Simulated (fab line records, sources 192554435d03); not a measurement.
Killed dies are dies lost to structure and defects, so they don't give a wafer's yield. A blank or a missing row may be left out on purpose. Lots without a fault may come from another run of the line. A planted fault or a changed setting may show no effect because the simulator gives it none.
Which tool did it? | flow n5_finfet | 10 lots, 30 wafers sampled, at 2 steps of a route of 1938

WHAT THE GAUGES READ, wafer by wafer
N5_BEOL_M12_INSPECT_30: inspects for defects (macro).
lot  | measured     | on                | raw_defect_count
L205 | day 11 17:07 | defect_inspect-01 | 0 3 1
L206 | day 12 07:40 | defect_inspect-01 | 4 3 2
L204 | day 12 07:58 | defect_inspect-01 | 4 1 4
L210 | day 13 08:54 | defect_inspect-02 | 3 2 4
L214 | day 14 13:25 | defect_inspect-01 | 4 5 1
L217 | day 15 17:28 | defect_inspect-02 | 2 >300 >300
L219 | day 15 19:53 | defect_inspect-01 | 2 2 >300
L225 | day 17 21:32 | defect_inspect-01 | 2 4 1
L224 | day 18 01:10 | defect_inspect-01 | 1 3 1
L223 | day 18 04:55 | defect_inspect-02 | 1 0 2

WHICH TOOL RAN EACH LOT (tool, then ch and the chambers of the sampled wafers, then the start)
lot  | N5_BEOL_M12_STRIP_64
L205 | plasma_asher-01 ch 0,1, day 11 16:28
L206 | plasma_asher-01 ch 0,1, day 12 07:02
L204 | plasma_asher-01 ch 0,1, day 12 07:28
L210 | plasma_asher-01 ch 0,1, day 13 08:23
L214 | plasma_asher-01 ch 0,1, day 14 12:46
L217 | plasma_asher-01 ch 0,1, day 15 16:49
L219 | plasma_asher-01 ch 0,1, day 15 19:14
L225 | plasma_asher-02 ch 0, day 17 20:53
L224 | plasma_asher-02 ch 0, day 18 00:38
L223 | plasma_asher-02 ch 0,1, day 18 04:25
- N5_BEOL_M12_STRIP_64: strips in N2/H2.

THE ANSWER, worked out from the rows above alone
Rule: what is usual is taken from the lots themselves. Put in order of their means at a reading, lots are off if they are a third of the lots or fewer, leave a main group of 4 or more, and stand apart from it by a gap of 3 or more times the standard deviation of the main group's means; of several such gaps the widest counts. A main group whose means are all the same, to the digits that the tables above print for the reading, isn't used. A lot without any number at a reading at which 4 lots or more have one is off too. The other lots that the step has rows for count as sound.
No lot is off at any reading shown: from this, nothing can be told.

WHAT THE SIMULATOR HAD PUT IN
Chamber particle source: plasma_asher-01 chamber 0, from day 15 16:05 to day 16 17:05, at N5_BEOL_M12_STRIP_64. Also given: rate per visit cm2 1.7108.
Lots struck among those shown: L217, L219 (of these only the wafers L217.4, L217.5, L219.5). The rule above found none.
